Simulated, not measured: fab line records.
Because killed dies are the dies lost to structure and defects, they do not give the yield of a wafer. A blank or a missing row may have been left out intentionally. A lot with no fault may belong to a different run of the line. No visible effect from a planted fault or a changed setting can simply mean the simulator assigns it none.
Problem report, 8D (eight disciplines) form, completed by code || flow n5Finfet || the parts of the form that need people (team, actions taken, sign-off) are left out

== 1. PROBLEM STATEMENT ==
Mean of rfFwdPowerW at N5_BEOL_M7_VIA_ETCH_34: 258.9 W across 6 wafers in 2 lots; on wafers with no fault it is 341.7 W (standard deviation 1.2). That is -69 standard deviations from the usual mean.
The step: etches SiCOH lowk in C4F6/O2, target depth 125.5 nm, time 50.5 s.
First observed at day 10 08:50: wafer L218.1, on rieDiel-03. The record holds 27 wafers of 9 lots with a number at this step. Rule for "out", or "out of limits": more than 4 standard deviations from the usual mean. The other wafers with a number count as sound.

== 2. WHAT THIS IS AND IS NOT ==
{"question": "which readings at this step", "is": "rfFwdPowerW", "is not": "O2_flow_sccm, drypumpMotorCurrentA, oesProductAu, showerheadPlenumPTorr, throttleValvePct"}
{"question": "which lots", "is": "L218, L222", "is not": "L216, L217, L223, L225, L232, L233, L234"}
{"question": "which wafers of those lots", "is": "all that have a number", "is not": "-"}
{"question": "read on which tools", "is": "rieDiel-03", "is not": "rieDiel-01, rieDiel-02"}
{"question": "when", "is": "from day 10 08:50", "is not": "up to then (6 sound wafers); but 15 sound wafers of L223, L225, L232, L233, L234 came after"}

== 3. SUSPECTS, AND WHAT RULES EACH OUT ==
Counting: a tool stays on the suspect list if, at a process step up to the reading, it processed all lots that are out and no sound lot following the first of them.
- rieDiel-03 at N5_BEOL_M7_DESCUM_33 (chemistry O2, time 7 s): kept. Every lot that is out went through it, starting with L218 (day 10 08:39), and after that it ran no sound lot; the last sound lot it ran before then is L217 (day 9 23:17).
- rieDiel-03 at N5_BEOL_M7_ETCH_72 (etches underlayer in N2/H2, target depth 6.5 nm, time 5.2 s): kept. Every lot that is out went through it, starting with L218 (day 10 08:41), and after that it ran no sound lot; the last sound lot it ran before then is L217 (day 9 23:19).
- rieDiel-03 at N5_BEOL_M7_VIA_ETCH_34 (etches SiCOH lowk in C4F6/O2, target depth 125.5 nm, time 50.5 s): kept. Every lot that is out went through it, starting with L218 (day 10 08:50), and after that it ran no sound lot; the last sound lot it ran before then is L217 (day 9 23:28). Its own rfFwdPowerW readings are out on those wafers.
rieDiel-03 at N5_BEOL_M7_DESCUM_33, rieDiel-03 at N5_BEOL_M7_ETCH_72 and rieDiel-03 at N5_BEOL_M7_VIA_ETCH_34 are what is left after counting.

== 4. THE CAUSE (what the simulator had put in) ==
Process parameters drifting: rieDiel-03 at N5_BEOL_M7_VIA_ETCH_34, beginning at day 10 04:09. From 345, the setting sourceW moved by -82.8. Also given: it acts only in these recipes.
Counting left 3 suspects, and this tool is among them.

== 5. THE EFFECT CHAIN, in route order ==
Each row: a reading where the mean over the struck wafers with a number is more than 3 standard deviations away from the usual. Only readings for which the record gives a usual standard deviation are gone through. hours: the time from each lot's start at the first step in this table that gives one to its start at this step, as a median over the lots. sigmas: the change in usual standard deviations.
{"hours": 0, "step": "N5_BEOL_M7_VIA_ETCH_34", "reading": "rfFwdPowerW", "usual": "341.7 W", "on struck wafers": 258.9, "change": -82.8, "sigmas": -69}
{"hours": 0, "step": "N5_BEOL_M7_VIA_ETCH_34", "reading": "rfVppV", "usual": "668 V", "on struck wafers": 748, "change": "+80", "sigmas": "+3.4"}
Process steps it contains:
- N5_BEOL_M7_VIA_ETCH_34: etches SiCOH lowk in C4F6/O2, target depth 125.5 nm, time 50.5 s.

== 6. HOW IT WOULD HAVE BEEN CAUGHT EARLIER ==
In this record the first reading out of limits was taken at day 10 08:50, 5 hours after the fault began at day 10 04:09.
